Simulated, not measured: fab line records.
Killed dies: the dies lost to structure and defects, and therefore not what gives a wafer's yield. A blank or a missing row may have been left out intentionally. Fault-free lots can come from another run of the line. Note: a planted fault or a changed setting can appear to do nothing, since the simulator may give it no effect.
fab line records	flow n5-finfet
record lots=7	wafers=39
route steps=1938 shown BEOL_M5@1160 BEOL_M6@1251
start-h: hours from the record's opening day to when the first of the lot's shown wafers began	wait-h: hours elapsed since this lot's preceding step	" identical to the entry in the row above	L1.1+2: a row that stands for several wafers	- no value present, or no start provided	* or withheld: withheld	< > ~ a bound
route shown NAME@n: NAME is a module with steps in the file, n the number in the route of the first one	usual: mean/standard deviation of fault-free wafers	same: alike in all rows	chamber/n: place in a boat	sites: readings site by site	_std_site: standard deviation across them	_edge_site: mean of outer sites minus mean of inner sites	radius-mm: for every site, how far away it sits from the centre of the wafer	mask NAME#n: copy n	behind: the tool/chamber that last shaped the wafer	hold: what put the lot on hold/how long, in hours/how the hold closed	device: transistor that didn't switch, given as n, p or np	end of line: the tests these same wafers got at the end of their route	a step with no rows: only its recipe	killed: at the first sort, the dies lost to defects and structure; wafer yield is something else	map: the dies of a wafer, with x for killed, . for not killed, _ for no die there
set.NAME: the setting as run; set.NAME@STEP: as run at that earlier step	model.NAME: the simulator's own value behind a step, which no gauge read
lots run with intentionally changed settings; tables by step, rows by wafer
## steps
# step N5_BEOL_M5_TRENCH_ETCH_37
# recipe chemistry=C4F6/O2	target-depth-a=716.52	target=SiCOH_lowk	time-s=24.7	ion-energy-ev=250	pressure-mtorr=30	source-w=345	bias-w=185	Ar_flow_sccm=300	C4F6_flow_sccm=10	O2_flow_sccm=10
lot.wafer	tool	chamber	start-h	wait-h	set.target-depth-a	model.BEOL_M5.feature-depth-nm	model.etch.depth-nm	model.TiN_of_BEOL_M5_HM_DEP_02.thk-nm
L076.1	rie-diel-01	0	-	-	330.1	33.4	33.42	18.8
L076.2	"	3	"	"	330.1	33.2	33.3	18.8
L076.3	"	2	"	"	330.1	33.6	33.59	18.8
L076.4	"	1	"	"	716.52	70.2	70.25	17.6
L076.5	"	1	"	"	716.52	70.4	70.46	17.8
L076.6	"	2	"	"	716.52	72.4	72.34	17.4
L079.1	rie-diel-01	1	-	-	716.52	70.8	70.71	17.6
L079.2	"	0	"	"	716.52	72	71.97	17.8
L079.3	"	3	"	"	716.52	73.2	73.27	17.6
L079.4	"	2	"	"	716.52	72.6	72.61	17.6
L079.5	"	3	"	"	716.52	72.2	72.25	17.4
L079.6	"	2	"	"	716.52	73	72.96	18
L084.1	rie-diel-03	2	-	-	383.1	38.2	38.24	18.4
L084.2	"	3	"	"	383.1	38.4	38.44	18.6
L084.3	"	0	"	"	716.52	71.2	71.17	17.6
L084.4	"	1	"	"	383.1	38.2	38.18	18.6
L084.5	"	1	"	"	716.52	72.2	72.2	17.6
L084.6	"	2	"	"	716.52	71.6	71.51	17.4
L087.2	rie-diel-02	2	-	-	716.52	71	71.07	17.8
L087.4	"	3	"	"	716.52	70.4	70.38	17.6
L087.5	"	0	"	"	716.52	69.4	69.42	17.6
L091.1	rie-diel-03	3	-	-	716.52	73.4	73.39	17.8
L091.2	"	2	"	"	716.52	73.2	73.11	17.6
L091.3	"	1	"	"	716.52	74	73.95	17.8
L091.4	"	3	"	"	716.52	72.8	72.84	18
L091.5	"	1	"	"	716.52	74.4	74.42	17.8
L091.6	"	2	"	"	716.52	73	72.99	18
L092.1	rie-diel-03	2	-	-	1122	114	114	16.8
L092.2	"	3	"	"	1122	114	113.9	16.2
L092.3	"	1	"	"	1122	114.4	114.4	16.6
L092.4	"	0	"	"	716.52	73.8	73.73	17.8
L092.5	"	2	"	"	716.52	72.8	72.87	17.6
L092.6	"	3	"	"	716.52	73	73.07	17.6
L097.1	rie-diel-01	3	-	-	716.52	72.2	72.19	18.2
L097.2	"	1	"	"	716.52	73	72.98	17.6
L097.3	"	2	"	"	716.52	72.2	72.23	17.8
L097.4	"	0	"	"	716.52	70.2	70.3	18
L097.5	"	2	"	"	716.52	72	71.95	17.6
L097.6	"	1	"	"	716.52	72.8	72.89	18
# step N5_BEOL_M5_ETCH_41
# recipe chemistry=CH3F/O2	target=SiCN	target-depth-a=315	taper-deg=2	time-s=56.7	ion-energy-ev=120	mask-material=TiN	pressure-mtorr=30	source-w=395	bias-w=75	Ar_flow_sccm=150	CH3F_flow_sccm=30	O2_flow_sccm=20
# step N5_BEOL_M5_STRIP_91
# recipe chemistry=N2/H2	time-s=10	power-w=450	temp-c=40	pressure-mtorr=20	rf-frequency-hz=6e+07	bias-power-w=7	n2-flow-sccm=200	h2-flow-sccm=200
# step N5_BEOL_M5_OCD_MEAS_38
# usual trench-depth-nm=71.7/1.1
lot.wafer	tool	chamber	start-h	wait-h	set.target-depth-a@BEOL_M5_TRENCH_ETCH_37	trench-depth-nm
L076.1	ocd-01	-	185.27	-	330.1	34.0
L076.2	"	-	"	"	330.1	33.3
L076.3	"	-	"	"	330.1	33.1
L076.4	"	-	"	"	716.52	70.4
L076.5	"	-	"	"	716.52	70.1
L076.6	"	-	"	"	716.52	72.1
L079.1	ocd-02	-	196.64	-	716.52	71.0
L079.2	"	-	"	"	716.52	72.4
L079.3	"	-	"	"	716.52	73.2
L079.4	"	-	"	"	716.52	72.4
L079.5	"	-	"	"	716.52	72.1
L079.6	"	-	"	"	716.52	73.7
L084.1	ocd-02	-	225.54	-	383.1	38.1
L084.2	"	-	"	"	383.1	38.6
L084.3	"	-	"	"	716.52	71.3
L084.4	"	-	"	"	383.1	38.5
L084.5	"	-	"	"	716.52	72.4
L084.6	"	-	"	"	716.52	71.4
L087.2	ocd-01	-	243.68	-	716.52	71.2
L087.4	"	-	"	"	716.52	70.3
L087.5	"	-	"	"	716.52	69.2
L091.1	ocd-02	-	283.54	-	716.52	73.1
L091.2	"	-	"	"	716.52	73.4
L091.3	"	-	"	"	716.52	73.9
L091.4	"	-	"	"	716.52	72.3
L091.5	"	-	"	"	716.52	75.1
L091.6	"	-	"	"	716.52	72.5
L092.1	ocd-01	-	302.10	-	1122	113.4
L092.2	"	-	"	"	1122	114.3
L092.3	"	-	"	"	1122	114.4
L092.4	"	-	"	"	716.52	73.6
L092.5	"	-	"	"	716.52	72.3
L092.6	"	-	"	"	716.52	73.1
L097.1	ocd-02	-	333.32	-	716.52	72.2
L097.2	"	-	"	"	716.52	72.7
L097.3	"	-	"	"	716.52	72.5
L097.4	"	-	"	"	716.52	70.6
L097.5	"	-	"	"	716.52	72.4
L097.6	"	-	"	"	716.52	72.8
# step N5_BEOL_M5_HM_STRIP_39
# recipe chemistry=peroxide-tin-strip	material=TiN	target-depth-a=250	temp-c=50	time-s=158
# step N5_BEOL_M5_SRD_40
# recipe time-s=30	temp-c=23	rinse-liquid=diw	dry=ipa-marangoni
# step N5_BEOL_M5_ECD_50
# recipe material=Cu	target-thk-a=3000
# step N5_BEOL_M5_ANNEAL_51
# recipe temp-c=225	time-s=90	ambient=N2
# step N5_BEOL_M5_CMP_52
# recipe stop-on=SiCOH_lowk	t-overpolish-s=6.9	down-force-psi=1	platen-rpm=50	clearing-platen-down-force-psi=1.5	clearing-platen-rpm=50	post-cmp-clean=cu-alkaline	target-thk-nm=62	clearing-platen-pad-velocity-m-s=0.99484	pad-velocity-m-s=0.99484
lot.wafer	tool	chamber	start-h	wait-h	set.target-depth-a@BEOL_M5_TRENCH_ETCH_37	model.Cu_of_BEOL_M5_ECD_50.thk-nm
L076.3	cmp-03	0	191.48	0.2	330.1	25.8
L076.2	"	1	"	"	330.1	23.8
L076.1	"	2	"	"	330.1	22.2
L076.4	"	3	"	"	716.52	59.8
L076.5	"	0	"	"	716.52	62.2
L076.6	"	1	"	"	716.52	62.8
L079.3	cmp-03	1	204.35	0.2	716.52	63.4
L079.2	"	2	"	"	716.52	60.6
L079.1	"	3	"	"	716.52	60.4
L079.4	"	0	"	"	716.52	65.2
L079.6	"	1	"	"	716.52	62.8
L079.5	"	2	"	"	716.52	61.2
L084.1	cmp-02	2	233.51	0.3	383.1	30.2
L084.2	"	3	"	"	383.1	30
L084.3	"	0	"	"	716.52	61.6
L084.4	"	1	"	"	383.1	28.8
L084.5	"	2	"	"	716.52	63
L084.6	"	3	"	"	716.52	64
L087.2	cmp-03	3	250.30	0.2	716.52	60.8
L087.4	"	0	"	"	716.52	62.6
L087.5	"	3	"	"	716.52	59.8
L091.1	cmp-02	1	289.70	0.3	716.52	64.8
L091.2	"	2	"	"	716.52	63
L091.3	"	3	"	"	716.52	63.8
L091.4	"	0	"	"	716.52	61.8
L091.6	"	1	"	"	716.52	62.6
L091.5	"	2	"	"	716.52	65
L092.1	cmp-03	3	309.47	0.3	1122	104
L092.2	"	0	"	"	1122	106.6
L092.3	"	1	"	"	1122	104.4
L092.4	"	2	"	"	716.52	61.4
L092.5	"	3	"	"	716.52	62
L092.6	"	0	"	"	716.52	64.8
L097.4	cmp-01	1	340.07	0.1	716.52	59.6
L097.1+5	"	2	"	"	716.52	62.6
L097.3	"	3	"	"	716.52	62
L097.2	"	0	"	"	716.52	65
L097.6	"	1	"	"	716.52	62.4
# step N5_BEOL_M5_THK_MEAS_53
# recipe thk-meas-gauge=xrf	reads=Cu_of_BEOL_M5_ECD_50
# usual M5_THK=62.9/1.8
lot.wafer	tool	chamber	start-h	wait-h	set.target-depth-a@BEOL_M5_TRENCH_ETCH_37	M5_THK[nm]
L076.1	film-metro-01	-	191.77	-	330.1	22.3
L076.2	"	-	"	"	330.1	24.0
L076.3	"	-	"	"	330.1	26.1
L076.4	"	-	"	"	716.52	60.5
L076.5	"	-	"	"	716.52	63.0
L076.6	"	-	"	"	716.52	63.6
L079.1	film-metro-01	-	204.64	-	716.52	60.7
L079.2	"	-	"	"	716.52	61.2
L079.3	"	-	"	"	716.52	64.3
L079.4	"	-	"	"	716.52	65.6
L079.5	"	-	"	"	716.52	61.9
L079.6	"	-	"	"	716.52	63.7
L084.1	film-metro-01	-	233.80	-	383.1	30.7
L084.2	"	-	"	"	383.1	30.4
L084.3	"	-	"	"	716.52	62.4
L084.4	"	-	"	"	383.1	29.3
L084.5	"	-	"	"	716.52	64.3
L084.6	"	-	"	"	716.52	64.9
L087.2	film-metro-02	-	250.56	-	716.52	60.7
L087.4	"	-	"	"	716.52	63.1
L087.5	"	-	"	"	716.52	60.3
L091.1	film-metro-02	-	290.00	-	716.52	65.7
L091.2	"	-	"	"	716.52	64.1
L091.3	"	-	"	"	716.52	65.0
L091.4	"	-	"	"	716.52	62.9
L091.5	"	-	"	"	716.52	66.2
L091.6	"	-	"	"	716.52	63.6
L092.1	film-metro-01	-	309.76	-	1122	106.8
L092.2	"	-	"	"	1122	109.2
L092.3	"	-	"	"	1122	106.7
L092.4	"	-	"	"	716.52	62.9
L092.5	"	-	"	"	716.52	63.4
L092.6	"	-	"	"	716.52	66.3
L097.1	film-metro-01	-	340.36	-	716.52	63.9
L097.2	"	-	"	"	716.52	66.6
L097.3	"	-	"	"	716.52	63.1
L097.4	"	-	"	"	716.52	60.6
L097.5	"	-	"	"	716.52	63.8
L097.6	"	-	"	"	716.52	63.5
# step N5_BEOL_M5_PRE_CLEAN_77
# recipe gas=NH3/H2	time-s=15	temp-c=*	rf-power-w=300
# step N5_BEOL_M5_CO_CAP_78
# recipe material=Co	target-thk-a=20	temp-c=200	precursor=CCTBA/H2	pressure-torr=30	time-s=102.1
# step N5_BEOL_M5_PRE_CLEAN_55
# recipe gas=NH3	time-s=15	temp-c=withheld	rf-power-w=300
# step N5_BEOL_M5_DEP_56
# recipe material=SiCN	target-thk-a=80	temp-c=withheld	precursor=3MS/NH3	pressure-torr=3	rf-w=202	time-s=14
# step N5_BEOL_M5_RS_MEAS_57
# recipe thk-meas-gauge=four-point-probe	reads=Co_of_BEOL_M5_CO_CAP_78+Cu_of_BEOL_M5_ECD_50+Co_of_BEOL_M5_CVD_47+TaN_of_BEOL_M5_ALD_86
# usual M5_RS=0.386/0.013
lot.wafer	tool	chamber	start-h	wait-h	set.target-depth-a@BEOL_M5_TRENCH_ETCH_37	M5_RS[ohm/sq]
L076.1	film-metro-02	-	192.08	0.0	330.1	1.476
L076.2	"	-	"	"	330.1	1.344
L076.3	"	-	"	"	330.1	1.196
L076.4	"	-	"	"	716.52	0.405
L076.5	"	-	"	"	716.52	0.386
L076.6	"	-	"	"	716.52	0.380
L079.1	film-metro-02	-	204.90	0.0	716.52	0.400
L079.2	"	-	"	"	716.52	0.398
L079.3	"	-	"	"	716.52	0.376
L079.4	"	-	"	"	716.52	0.364
L079.5	"	-	"	"	716.52	0.393
L079.6	"	-	"	"	716.52	0.380
L084.1	film-metro-01	-	234.06	0.0	383.1	0.965
L084.2	"	-	"	"	383.1	0.979
L084.3	"	-	"	"	716.52	0.389
L084.4	"	-	"	"	383.1	1.029
L084.5	"	-	"	"	716.52	0.379
L084.6	"	-	"	"	716.52	0.373
L087.2	film-metro-01	-	250.87	0.1	716.52	0.397
L087.4	"	-	"	"	716.52	0.382
L087.5	"	-	"	"	716.52	0.404
L091.1	film-metro-02	-	290.26	0.0	716.52	0.368
L091.2	"	-	"	"	716.52	0.379
L091.3	"	-	"	"	716.52	0.374
L091.4	"	-	"	"	716.52	0.387
L091.5	"	-	"	"	716.52	0.365
L091.6	"	-	"	"	716.52	0.382
L092.1	film-metro-01	-	310.02	0.0	1122	0.211
L092.2	"	-	"	"	1122	0.205
L092.3	"	-	"	"	1122	0.210
L092.4	"	-	"	"	716.52	0.392
L092.5	"	-	"	"	716.52	0.388
L092.6	"	-	"	"	716.52	0.367
L097.1	film-metro-02	-	340.63	0.0	716.52	0.381
L097.2	"	-	"	"	716.52	0.366
L097.3	"	-	"	"	716.52	0.388
L097.4	"	-	"	"	716.52	0.406
L097.5	"	-	"	"	716.52	0.382
L097.6	"	-	"	"	716.52	0.384
# step N5_BEOL_M6_ALD_77
# recipe material=TaN	target-thk-a=20	temp-c=275	ald-precursor-family=PDMAT	ald-co-reactant=NH3	pressure-torr=3	carrier-flow-sccm=1500	pulse-time-s=2	purge-time-s=3	co-reactant-purge-time-s=2	co-reactant-pulse-time-s=3	ald-cycles=40	precursor-vessel-temp-c=75	precursor-vessel-pressure-torr=26.25	precursor-vessel-carrier-sccm=1000
lot.wafer	tool	chamber	start-h	wait-h	set.ald-cycles	model.TaN_of_BEOL_M6_ALD_77.thk-nm
L076.1+4+6	ald-metal-01	2,0,0	196.64	0.0	40	2
L076.2+3+5	"	1,3,3	"	"	57	2.8
L079.1+2+3+4+5+6	ald-metal-01	0,2,1,3,2,3	209.05	0.0	40	2
L084.1+4+5	ald-metal-03	2,3,3	239.01	0.0	18	0.8
L084.2+3+6	"	1,0,0	"	"	40	2
L087.2+4+5	ald-metal-01	1,3,3	261.34	0.0	40	2
L091.1+2+3+4+5+6	ald-metal-01	3,2,1,0,0,3	296.29	0.3	40	2
L092.1+2+3+4+5+6	ald-metal-03	3,2,1,0,3,2	317.70	0.1	40	2
L097.1+5+6	ald-metal-03	1,2,1	346.58	0.0	29	1.4
L097.2+3+4	"	2,0,3	"	"	40	2
## key
split step=N5_BEOL_M5_TRENCH_ETCH_37	setting=target-depth-a	stated=716.52	by=wafer
response step=N5_BEOL_M5_TRENCH_ETCH_37	reading=model.BEOL_M5.feature-depth-nm	change=+0.713	per=1%	r=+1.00
response step=N5_BEOL_M5_TRENCH_ETCH_37	reading=model.etch.depth-nm	change=+0.712	per=1%	r=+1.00
response step=N5_BEOL_M5_TRENCH_ETCH_37	reading=model.TiN_of_BEOL_M5_HM_DEP_02.thk-nm	change=-0.0212	per=1%	r=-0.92
response step=N5_BEOL_M5_OCD_MEAS_38	reading=trench-depth-nm	change=+0.711	per=1%	r=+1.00
response step=N5_BEOL_M5_CMP_52	reading=model.Cu_of_BEOL_M5_ECD_50.thk-nm	change=+0.721	per=1%	r=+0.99
response step=N5_BEOL_M5_THK_MEAS_53	reading=M5_THK	change=+0.735	per=1%	r=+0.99
response step=N5_BEOL_M5_RS_MEAS_57	reading=M5_RS	change=-0.0108	per=1%	r=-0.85
split step=N5_BEOL_M6_ALD_77	setting=ald-cycles	stated=40	by=wafer
response step=N5_BEOL_M6_ALD_77	reading=model.TaN_of_BEOL_M6_ALD_77.thk-nm	change=+0.0209	per=1%	r=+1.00
